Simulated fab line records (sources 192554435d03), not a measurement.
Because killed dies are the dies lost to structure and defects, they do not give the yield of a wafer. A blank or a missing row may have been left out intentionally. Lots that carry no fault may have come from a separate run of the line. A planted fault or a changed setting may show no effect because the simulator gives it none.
Which of the tools did it? | flow n5 finfet | 7 lots with 21 wafers sampled at 2 steps, on a route of 1938 steps

## WHAT EACH GAUGE READ, for each wafer
N5_BEOL_M13_CD_MEAS_28: the cd target is 209.5 nm.
lot  | measured     | on        | cd nm (nm)
L176 | day 11 03:01 | cd sem-02 | 210.6 210.2 209.1
L179 | day 11 14:38 | cd sem-02 | 209.1 209.4 208.0
L181 | day 12 10:11 | cd sem-02 | 209.8 207.9 208.6
L182 | day 12 23:44 | cd sem-02 | 210.9 208.5 210.3
L185 | day 13 23:20 | cd sem-02 | 209.8 208.9 208.2
L195 | day 16 18:51 | cd sem-02 | 208.5 315.2 210.2
L197 | day 18 11:16 | cd sem-01 | 211.3 210.1 210.4

## WHAT TOOL EACH LOT RAN ON (gives the tool, then ch and the chambers of the sampled wafers, and finally the start)
lot  | N5_BEOL_M13_EXPOSE_25
L176 | krf scanner-02 ch 0, day 11 02:52
L179 | krf scanner-02 ch 0, day 11 14:27
L181 | krf scanner-01 ch 0, day 12 10:01
L182 | krf scanner-02 ch 0, day 12 23:35
L185 | krf scanner-02 ch 0, day 13 23:10
L195 | krf scanner-01 ch 0, day 16 18:41
L197 | krf scanner-02 ch 0, day 18 11:06
- N5_BEOL_M13_EXPOSE_25: exposes mask M13, target cd 210 nm.

## THE ANSWER, worked out from the rows above alone
Rule: usual is defined by the lots themselves. Put in order of their means at a reading, lots are off if they are a third of the lots or fewer, leave a main group of 4 or more, and stand apart from it by a gap of 3 or more times the standard deviation of the main group's means; of several such gaps the widest counts. If all means in a main group match to the digits the tables above print for the reading, that group is not used. Also off: a lot with no number at a reading for which 4 or more lots have one. All remaining lots with rows at the step are treated as sound.
Off: L195, at N5_BEOL_M13_CD_MEAS_28 (cd nm). The main group: mean 209.5 nm, standard deviation 0.69.
A tool fits if, at a process step before that reading, it ran every lot that is off, and no sound lot after the first of them. Those tools and the gauges at N5_BEOL_M13_CD_MEAS_28 are tried in the same way. 2 tools fit, krf scanner-01 at N5_BEOL_M13_EXPOSE_25 and cd sem-02 at N5_BEOL_M13_CD_MEAS_28, so this cannot tell which one it is.

## WHAT THE SIMULATOR HAD PUT IN
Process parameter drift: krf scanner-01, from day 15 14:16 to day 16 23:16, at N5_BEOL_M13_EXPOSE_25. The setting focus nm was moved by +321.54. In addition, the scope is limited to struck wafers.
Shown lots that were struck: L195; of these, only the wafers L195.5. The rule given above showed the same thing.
